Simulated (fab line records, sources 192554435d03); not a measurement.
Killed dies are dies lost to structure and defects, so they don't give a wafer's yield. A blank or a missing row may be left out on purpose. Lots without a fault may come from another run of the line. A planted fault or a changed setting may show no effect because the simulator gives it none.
Split-lot experiment | flow n5_finfet | 7 lots, 21 wafers read, on a route of 1938 steps

THE SPLIT
At N5_BEOL_M9_TRENCH_ETCH_37 (etches SiCOH lowk in C4F6/O2, target depth 151.43 nm, time 49 s), the setting time_s was moved away from the recipe's 49 s on 5 of the 21 wafers read, by -17.7% to +21.3%. The other wafers ran this setting at the recipe's value.

FROM THE SPLIT TO THE READING: what the file shows between them, 12 steps
- N5_BEOL_M9_ETCH_41: etches SiCN in CH3F/O2, target depth 36.6 nm, time 70.1 s
- N5_BEOL_M9_STRIP_80: strips in N2/H2, time 10 s
- N5_BEOL_M9_OCD_MEAS_38
- N5_BEOL_M9_HM_STRIP_39: strips TiN in peroxide tin strip, target depth 25 nm, time 158 s (also split here: time_s)
- N5_BEOL_M9_SRD_40: time 30 s
- N5_BEOL_M9_PRECLEAN_42: cleans in residue remover, time 60 s
- N5_BEOL_M9_ECD_50: material Cu, target thk 318 nm
- N5_BEOL_M9_ANNEAL_51: time 90 s
- N5_BEOL_M9_CMP_52: polishes, stops on SiCOH lowk, t overpolish 7 s, target thk 140 nm
- N5_BEOL_M9_THK_MEAS_53: measures by xrf
- N5_BEOL_M9_PRE_CLEAN_55: time 15 s
- N5_BEOL_M9_DEP_56: deposits SiCN from 3MS/NH3, target thk 15 nm, time 26.5 s

THE READING
M9_RS, in ohm/sq, at N5_BEOL_M9_RS_MEAS_57 (measures by four-point-probe). Fault-free wafers of this fab line usually give 0.151 ohm/sq, standard deviation 0.0043 ohm/sq.

wafer  | tool, chamber at the split | time_s as run, s | against the recipe | M9_RS, ohm/sq | against lot-mates on the recipe
L082.1 | rie_diel-02, 1             | 49               | recipe             | 0.151         | -
L082.2 | rie_diel-02, 3             | 49               | recipe             | 0.149         | -
L082.3 | rie_diel-02, 0             | 49               | recipe             | 0.153         | -
L083.4 | rie_diel-02, 0             | 49               | recipe             | 0.151         | -
L083.5 | rie_diel-02, 2             | 40.35            | -17.7%             | 0.190         | +0.039
L083.6 | rie_diel-02, 1             | 40.35            | -17.7%             | 0.197         | +0.046
L087.2 | rie_diel-02, 0             | 49               | recipe             | 0.151         | -
L087.5 | rie_diel-02, 0             | 49               | recipe             | 0.151         | -
L087.6 | rie_diel-02, 1             | 59.42            | +21.3%             | 0.116         | -0.035
L089.1 | rie_diel-02, 2             | 49               | recipe             | 0.148         | -
L089.5 | rie_diel-02, 2             | 49               | recipe             | 0.146         | -
L089.6 | rie_diel-02, 1             | 49               | recipe             | 0.148         | -
L088.2 | rie_diel-03, 3             | 49               | recipe             | 0.151         | -
L088.5 | rie_diel-03, 1             | 49               | recipe             | 0.156         | -
L088.6 | rie_diel-03, 0             | 49               | recipe             | 0.146         | -
L094.1 | rie_diel-05, 3             | 49               | recipe             | 0.163         | -
L094.4 | rie_diel-05, 0             | 58.26            | +18.9%             | 0.123         | -0.040
L094.5 | rie_diel-05, 0             | 58.26            | +18.9%             | 0.122         | -0.041
L093.1 | rie_diel-03, 3             | 49               | recipe             | 0.151         | -
L093.3 | rie_diel-03, 1             | 49               | recipe             | 0.152         | -
L093.5 | rie_diel-03, 0             | 49               | recipe             | 0.146         | -

THE FIT
A straight line over all 21 wafers: M9_RS changes by -0.00188 ohm/sq for each +1% of time_s; r = -0.96; the points scatter about the line by 0.0053 ohm/sq.
The same after taking each lot's own level away (the mean of its wafers on the recipe; 21 wafers): -0.00212 ohm/sq for each +1%; r = -0.99; scatter 0.0036 ohm/sq.
On that fit, the largest move of time_s shifts the reading by 0.045 ohm/sq.
The lots' own levels span 0.1473 to 0.1630 ohm/sq, that is 3.6 times the standard deviation above.
So the lot-to-lot level changes the slope: the two fits differ.
Check: with one of the wafers moved furthest among these (+21.3%) left out of the fit, the line predicts -0.0477 ohm/sq for it against its lot-mates. It came out at -0.035 ohm/sq against them.

OTHER SPLITS ON THESE WAFERS
These wafers also went through other splits before the reading. Each is held against what the fit with the lots' levels taken away leaves over:
other split on the same wafers | wafers away from the commonest value | r with M9_RS (lot level and that fit taken away)
N5_BEOL_M9_HM_STRIP_39 time_s  | 18                                   | -0.01

THE WHOLE CHAIN: every reading that the file lists as answering this split, in the file's order
step                      | what it does                                                       | reading                                                                          | change (the file's fit)                | r (the file's)
N5_BEOL_M9_TRENCH_ETCH_37 | etches SiCOH lowk in C4F6/O2, target depth 151.43 nm, time 49 s    | BEOL_M9.feature_depth_nm (the simulator's own value, which no gauge read)        | +1.68 nm for each +1% of the setting   | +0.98
N5_BEOL_M9_TRENCH_ETCH_37 | etches SiCOH lowk in C4F6/O2, target depth 151.43 nm, time 49 s    | etch.depth_nm (the simulator's own value, which no gauge read)                   | +1.68 nm for each +1% of the setting   | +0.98
N5_BEOL_M9_TRENCH_ETCH_37 | etches SiCOH lowk in C4F6/O2, target depth 151.43 nm, time 49 s    | TiN_of_BEOL_M9_HM_DEP_02.thk_nm (the simulator's own value, which no gauge read) | -0.0514 nm for each +1% of the setting | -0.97
N5_BEOL_M9_OCD_MEAS_38    |                                                                    | trench_depth_nm                                                                  | +1.67 nm for each +1% of the setting   | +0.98
N5_BEOL_M9_CMP_52         | polishes, stops on SiCOH lowk, t overpolish 7 s, target thk 140 nm | Cu_of_BEOL_M9_ECD_50.thk_nm (the simulator's own value, which no gauge read)     | +1.79 nm for each +1% of the setting   | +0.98
N5_BEOL_M9_THK_MEAS_53    | measures by xrf                                                    | M9_THK                                                                           | +1.81 for each +1% of the setting      | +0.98
N5_BEOL_M9_RS_MEAS_57     | measures by four-point-probe                                       | M9_RS                                                                            | -0.002 for each +1% of the setting     | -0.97

THE FILE'S OWN FIT
M9_RS changes by -0.002 ohm/sq for each +1% of time_s, r = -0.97.
